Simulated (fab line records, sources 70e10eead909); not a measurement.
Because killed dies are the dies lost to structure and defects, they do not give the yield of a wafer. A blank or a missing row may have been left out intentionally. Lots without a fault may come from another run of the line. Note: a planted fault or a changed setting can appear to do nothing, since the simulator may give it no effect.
Which tool is to blame? + flow nand-harc + 72 wafers from 24 lots sampled at 5 of the route's 1159 steps

WHAT THE GAUGES SHOWED, per wafer
NHARC_P_M0_THK_MEAS_24: measures by xrf.
| lot  | measured     | on            | thk-nm (nm)       |
|------|--------------|---------------|-------------------|
| L074 | day 6 00:50  | film-metro-01 | 117.4 114.6 116.7 |
| L075 | day 6 12:35  | film-metro-01 | 118.4 117.4 117.6 |
| L077 | day 6 22:30  | film-metro-01 | 116.4 119.1 116.2 |
| L076 | day 6 23:04  | film-metro-01 | 118.8 116.3 117.6 |
| L078 | day 7 00:17  | film-metro-01 | 116.6 117.1 117.2 |
| L081 | day 7 06:09  | film-metro-02 | 116.1 116.9 118.3 |
| L079 | day 7 06:24  | film-metro-01 | 116.5 116.9 116.6 |
| L080 | day 7 09:52  | film-metro-02 | 117.6 115.3 118.4 |
| L082 | day 8 00:22  | film-metro-01 | 118.6 120.0 117.9 |
| L083 | day 8 07:38  | film-metro-01 | 117.9 117.2 118.4 |
| L084 | day 8 08:46  | film-metro-01 | 116.4 117.0 118.1 |
| L085 | day 8 15:23  | film-metro-02 | 117.1 118.2 115.1 |
| L088 | day 9 04:29  | film-metro-01 | 116.9 118.6 118.8 |
| L087 | day 9 07:01  | film-metro-01 | 117.5 119.1 117.0 |
| L086 | day 9 07:24  | film-metro-01 | 119.9 117.7 117.9 |
| L089 | day 9 16:12  | film-metro-02 | 118.4 116.0 117.7 |
| L090 | day 9 17:19  | film-metro-02 | 119.4 118.0 119.2 |
| L091 | day 10 00:16 | film-metro-01 | 118.3 118.7 116.8 |
| L092 | day 10 10:16 | film-metro-02 | 118.0 118.4 121.0 |
| L093 | day 10 14:22 | film-metro-01 | 119.7 119.4 119.1 |
| L094 | day 11 01:52 | film-metro-02 | 118.7 118.0 118.0 |
| L095 | day 11 06:33 | film-metro-02 | 116.2 117.5 117.9 |
| L096 | day 11 07:59 | film-metro-02 | 116.8 119.0 117.3 |
| L097 | day 11 19:55 | film-metro-01 | 120.6 119.6 118.5 |

NHARC_P_M2_INSPECT_11.
| lot  | measured     | on                | raw-defect-count |
|------|--------------|-------------------|------------------|
| L074 | day 6 06:55  | defect-inspect-02 | 5 4 4            |
| L075 | day 6 18:20  | defect-inspect-01 | 5 4 3            |
| L077 | day 7 04:17  | defect-inspect-02 | 6 5 7            |
| L076 | day 7 04:56  | defect-inspect-02 | 8 10 6           |
| L078 | day 7 06:02  | defect-inspect-01 | 5 7 11           |
| L081 | day 7 12:25  | defect-inspect-01 | 4 0 2            |
| L079 | day 7 12:46  | defect-inspect-01 | 4 5 4            |
| L080 | day 7 17:16  | defect-inspect-01 | 7 4 3            |
| L082 | day 8 06:35  | defect-inspect-02 | 4 4 0            |
| L083 | day 8 13:23  | defect-inspect-02 | 7 4 7            |
| L084 | day 8 14:31  | defect-inspect-02 | 8 8 11           |
| L085 | day 8 21:42  | defect-inspect-01 | 3 0 2            |
| L088 | day 9 10:11  | defect-inspect-02 | 4 6 5            |
| L087 | day 9 13:14  | defect-inspect-02 | 9 6 6            |
| L086 | day 9 13:43  | defect-inspect-01 | 6 3 3            |
| L089 | day 9 22:02  | defect-inspect-01 | 2 3 3            |
| L090 | day 9 23:13  | defect-inspect-02 | 5 2 5            |
| L091 | day 10 05:50 | defect-inspect-02 | 4 5 2            |
| L092 | day 10 15:58 | defect-inspect-01 | 3 4 5            |
| L093 | day 10 20:11 | defect-inspect-02 | 4 2 5            |
| L094 | day 11 08:04 | defect-inspect-02 | 0 7 4            |
| L095 | day 11 12:35 | defect-inspect-02 | 4 3 3            |
| L096 | day 11 13:53 | defect-inspect-01 | 5 3 5            |
| L097 | day 12 01:56 | defect-inspect-01 | 4 4 3            |

WHAT TOOL EACH LOT RAN ON (gives the tool, then ch and the chambers of the sampled wafers, and finally the start)
| lot  | NHARC_P_M0_CMP_23             | NHARC_P_M1_ETCH_28                            | NHARC_P_M1_DEP_33               |
|------|-------------------------------|-----------------------------------------------|---------------------------------|
| L074 | cmp-03 ch 0,1, day 6 00:31    | rie-diel-13 ch 1,2,3, day 6 05:41 or earlier  | pecvd-02 ch 0,1,2, day 6 05:41  |
| L075 | cmp-04 ch 1,2,3, day 6 12:20  | rie-diel-09 ch 0,2,3, day 6 17:01 or earlier  | pecvd-04 ch 0,2, day 6 17:01    |
| L077 | cmp-04 ch 1,2,3, day 6 22:11  | rie-diel-13 ch 0,2,3, day 7 03:04 or earlier  | pecvd-02 ch 1,2, day 7 03:04    |
| L076 | cmp-03 ch 0,1, day 6 22:44    | rie-diel-13 ch 0,1, day 7 03:35 or earlier    | pecvd-04 ch 0,1,2, day 7 03:35  |
| L078 | cmp-03 ch 0,3, day 7 00:00    | rie-diel-13 ch 0,1, day 7 04:56 or earlier    | pecvd-02 ch 0,1,2, day 7 04:56  |
| L081 | cmp-01 ch 0,2,3, day 7 05:50  | rie-diel-13 ch 0,1,2, day 7 11:00 or earlier  | pecvd-03 ch 1,2, day 7 11:00    |
| L079 | cmp-03 ch 0,2, day 7 06:07    | rie-diel-01 ch 1,3, day 7 11:20 or earlier    | pecvd-04 ch 0,1,2, day 7 11:20  |
| L080 | cmp-03 ch 1,2,3, day 7 09:36  | rie-diel-09 ch 0,1,2, day 7 15:50 or earlier  | pecvd-04 ch 0,2, day 7 15:50    |
| L082 | cmp-04 ch 0,1, day 8 00:03    | rie-diel-01 ch 2,3, day 8 05:18 or earlier    | pecvd-02 ch 0,1,2, day 8 05:18  |
| L083 | cmp-04 ch 0,2,3, day 8 07:23  | rie-diel-13 ch 0,1, day 8 12:08 or earlier    | pecvd-02 ch 0,1,2, day 8 12:08  |
| L084 | cmp-01 ch 0,1,2, day 8 08:27  | rie-diel-01 ch 0,1,2, day 8 13:12 or earlier  | pecvd-04 ch 0,1,2, day 8 13:12  |
| L085 | cmp-03 ch 0,2,3, day 8 15:04  | rie-diel-09 ch 0,1,3, day 8 20:28 or earlier  | pecvd-02 ch 1,2, day 8 20:28    |
| L088 | cmp-03 ch 0,2, day 9 04:09    | rie-diel-09 ch 1,2, day 9 08:57 or earlier    | pecvd-02 ch 1,2, day 9 08:57    |
| L087 | cmp-01 ch 0,1,3, day 9 06:47  | rie-diel-13 ch 2,3, day 9 11:35 or earlier    | pecvd-02 ch 0,1,2, day 9 11:35  |
| L086 | cmp-01 ch 0,3, day 9 07:05    | rie-diel-09 ch 0,1,2, day 9 12:28 or earlier  | pecvd-02 ch 0,1, day 9 12:28    |
| L089 | cmp-01 ch 0,3, day 9 15:53    | rie-diel-13 ch 2,3, day 9 20:47 or earlier    | pecvd-04 ch 0,1,2, day 9 20:47  |
| L090 | cmp-01 ch 0,3, day 9 17:02    | rie-diel-01 ch 0,1, day 9 21:55 or earlier    | pecvd-04 ch 0,1, day 9 21:55    |
| L091 | cmp-04 ch 1,2,3, day 9 23:57  | rie-diel-09 ch 0,1,2, day 10 04:36 or earlier | pecvd-02 ch 1,2, day 10 04:36   |
| L092 | cmp-03 ch 0,1, day 10 09:56   | rie-diel-13 ch 0,1, day 10 14:37 or earlier   | pecvd-04 ch 0,1,2, day 10 14:37 |
| L093 | cmp-03 ch 1,2,3, day 10 14:03 | rie-diel-13 ch 1,2,3, day 10 18:49 or earlier | pecvd-02 ch 1,2, day 10 18:49   |
| L094 | cmp-04 ch 0,1,3, day 11 01:34 | rie-diel-13 ch 0,1,2, day 11 06:34 or earlier | pecvd-04 ch 0,1, day 11 06:34   |
| L095 | cmp-01 ch 0,1, day 11 06:14   | rie-diel-01 ch 2,3, day 11 11:17 or earlier   | pecvd-03 ch 1,2, day 11 11:17   |
| L096 | cmp-01 ch 1,2,3, day 11 07:44 | rie-diel-01 ch 0,2, day 11 12:31 or earlier   | pecvd-03 ch 1,2, day 11 12:31   |
| L097 | cmp-04 ch 1,2,3, day 11 19:37 | rie-diel-13 ch 0,1,3, day 12 00:25 or earlier | pecvd-04 ch 0,1, day 12 00:25   |
- NHARC_P_M0_CMP_23: polishes, t overpolish 20 s, target thk 117.53 nm.
- NHARC_P_M1_ETCH_28: etches the open film in CF4/N2, target depth 30 nm, time 72.99 s.
- NHARC_P_M1_DEP_33: deposits SiCN, target thk 30 nm.

AS READ BY THE TOOLS THEMSELVES (means over the sampled wafers that have a number; for cases with no such wafer, the mark the record gives instead)
NHARC_P_M0_CMP_23.
| lot  | tool   | edge-zone-pressure-frac | motor-current-A (A) | time-to-endpoint-s (s) |
|------|--------|-------------------------|---------------------|------------------------|
| L074 | cmp-03 | 1.000                   | 13.0                | 26.2                   |
| L075 | cmp-04 | 1.003                   | 13.7                | 31.1                   |
| L077 | cmp-04 | 0.998                   | 13.2                | 30.4                   |
| L076 | cmp-03 | 0.993                   | 13.1                | 24.3                   |
| L078 | cmp-03 | 1.000                   | 11.6                | 28.3                   |
| L081 | cmp-01 | 0.999                   | 12.6                | 25.8                   |
| L079 | cmp-03 | 0.999                   | 12.6                | 27.9                   |
| L080 | cmp-03 | 1.005                   | 12.7                | 27.2                   |
| L082 | cmp-04 | 1.000                   | 12.2                | 31.6                   |
| L083 | cmp-04 | 1.004                   | 12.5                | 32.1                   |
| L084 | cmp-01 | 1.004                   | 12.7                | 25.8                   |
| L085 | cmp-03 | 1.000                   | 11.8                | 31.4                   |
| L088 | cmp-03 | 1.003                   | 12.5                | 31.2                   |
| L087 | cmp-01 | 1.005                   | 12.5                | 26.5                   |
| L086 | cmp-01 | 0.992                   | 13.2                | 27.7                   |
| L089 | cmp-01 | 1.002                   | 12.1                | 29.0                   |
| L090 | cmp-01 | 0.999                   | 12.0                | 26.5                   |
| L091 | cmp-04 | 0.997                   | 13.4                | 31.0                   |
| L092 | cmp-03 | 1.000                   | 13.6                | 29.6                   |
| L093 | cmp-03 | 1.000                   | 12.9                | 29.9                   |
| L094 | cmp-04 | 0.997                   | 13.3                | 29.1                   |
| L095 | cmp-01 | 0.996                   | 12.5                | 25.3                   |
| L096 | cmp-01 | 0.997                   | 11.8                | 27.5                   |
| L097 | cmp-04 | 1.001                   | 13.1                | 29.8                   |

NHARC_P_M1_ETCH_28.
| lot  | tool        | drypump-motor-current-A (A) | mfc-ar-sccm (sccm) | oes-product-au (a.u.) | rf-vpp-V (V) | showerhead-plenum-p-Torr (Torr) | throttle-valve-pct (%) |
|------|-------------|-----------------------------|--------------------|-----------------------|--------------|---------------------------------|------------------------|
| L074 | rie-diel-13 | 5.7                         | 150.2              | 0.995                 | 315.1        | 2.67                            | 19.794                 |
| L075 | rie-diel-09 | 5.6                         | 150.2              | 1.009                 | 312.9        | 2.54                            | 19.799                 |
| L077 | rie-diel-13 | 5.4                         | 149.9              | 1.000                 | 314.8        | 2.69                            | 19.797                 |
| L076 | rie-diel-13 | 5.5                         | 150.3              | 1.009                 | 315.6        | 2.72                            | 19.786                 |
| L078 | rie-diel-13 | 5.5                         | 150.1              | 1.013                 | 316.2        | 2.72                            | 19.791                 |
| L081 | rie-diel-13 | 5.4                         | 150.0              | 1.003                 | 315.8        | 2.73                            | 19.801                 |
| L079 | rie-diel-01 | 5.6                         | 149.8              | 0.996                 | 314.7        | 2.63                            | 19.793                 |
| L080 | rie-diel-09 | 5.6                         | 149.4              | 1.006                 | 311.8        | 2.53                            | 19.803                 |
| L082 | rie-diel-01 | 5.3                         | 150.4              | 1.008                 | 315.6        | 2.68                            | 19.798                 |
| L083 | rie-diel-13 | 5.2                         | 149.9              | 1.016                 | 316.0        | 2.74                            | 19.794                 |
| L084 | rie-diel-01 | 5.6                         | 149.8              | 0.997                 | 314.6        | 2.66                            | 19.796                 |
| L085 | rie-diel-09 | 5.3                         | 150.0              | 1.007                 | 313.5        | 2.51                            | 19.792                 |
| L088 | rie-diel-09 | 5.4                         | 150.1              | 1.002                 | 311.3        | 2.50                            | 19.798                 |
| L087 | rie-diel-13 | 5.7                         | 149.6              | 0.997                 | 314.8        | 2.63                            | 19.800                 |
| L086 | rie-diel-09 | 5.6                         | 149.8              | 0.999                 | 312.6        | 2.53                            | 19.799                 |
| L089 | rie-diel-13 | 5.7                         | 149.3              | 0.999                 | 313.7        | 2.63                            | 19.790                 |
| L090 | rie-diel-01 | 5.6                         | 149.7              | 0.998                 | 314.6        | 2.60                            | 19.785                 |
| L091 | rie-diel-09 | 5.6                         | 150.6              | 1.001                 | 312.5        | 2.53                            | 19.800                 |
| L092 | rie-diel-13 | 5.2                         | 150.6              | 1.008                 | 316.6        | 2.73                            | 19.796                 |
| L093 | rie-diel-13 | 5.7                         | 149.9              | 0.993                 | 314.5        | 2.67                            | 19.785                 |
| L094 | rie-diel-13 | 5.4                         | 150.0              | 0.994                 | 315.7        | 2.72                            | 19.786                 |
| L095 | rie-diel-01 | 5.3                         | 149.5              | 0.996                 | 315.8        | 2.68                            | 19.799                 |
| L096 | rie-diel-01 | 5.2                         | 149.6              | 1.003                 | 314.4        | 2.62                            | 19.798                 |
| L097 | rie-diel-13 | 5.5                         | 150.1              | 1.006                 | 315.1        | 2.68                            | 19.802                 |

NHARC_P_M1_DEP_33.
| lot  | tool     | heater-power-w (W) |
|------|----------|--------------------|
| L074 | pecvd-02 | 518                |
| L075 | pecvd-04 | 561                |
| L077 | pecvd-02 | 559                |
| L076 | pecvd-04 | 597                |
| L078 | pecvd-02 | 528                |
| L081 | pecvd-03 | 590                |
| L079 | pecvd-04 | 607                |
| L080 | pecvd-04 | 633                |
| L082 | pecvd-02 | 521                |
| L083 | pecvd-02 | 521                |
| L084 | pecvd-04 | 583                |
| L085 | pecvd-02 | 570                |
| L088 | pecvd-02 | 547                |
| L087 | pecvd-02 | 533                |
| L086 | pecvd-02 | 519                |
| L089 | pecvd-04 | 575                |
| L090 | pecvd-04 | 602                |
| L091 | pecvd-02 | 547                |
| L092 | pecvd-04 | 615                |
| L093 | pecvd-02 | 503                |
| L094 | pecvd-04 | 602                |
| L095 | pecvd-03 | 578                |
| L096 | pecvd-03 | 576                |
| L097 | pecvd-04 | 656                |

THE ANSWER, worked out from the rows above alone
Rule: the lots themselves supply what counts as usual. Put in order of their means at a reading, lots are off if they are a third of the lots or fewer, leave a main group of 4 or more, and stand apart from it by a gap of 3 or more times the standard deviation of the main group's means; of several such gaps the widest counts. Not used: any main group whose means are identical at the precision the tables above print for the reading. A lot without any number at a reading at which 4 lots or more have one is off too. Any other lot the step has rows for is counted as sound. Order of review: gauges by route order, followed by the tools' own readings, for which a lot's mean as printed above is used. At the first step where some lot is off, the reading lying furthest off is the one used; lots without a number count as furthest.
No lot is off on any of the readings shown, so nothing can be concluded from this.

WHAT HAD BEEN PUT IN BY THE SIMULATOR
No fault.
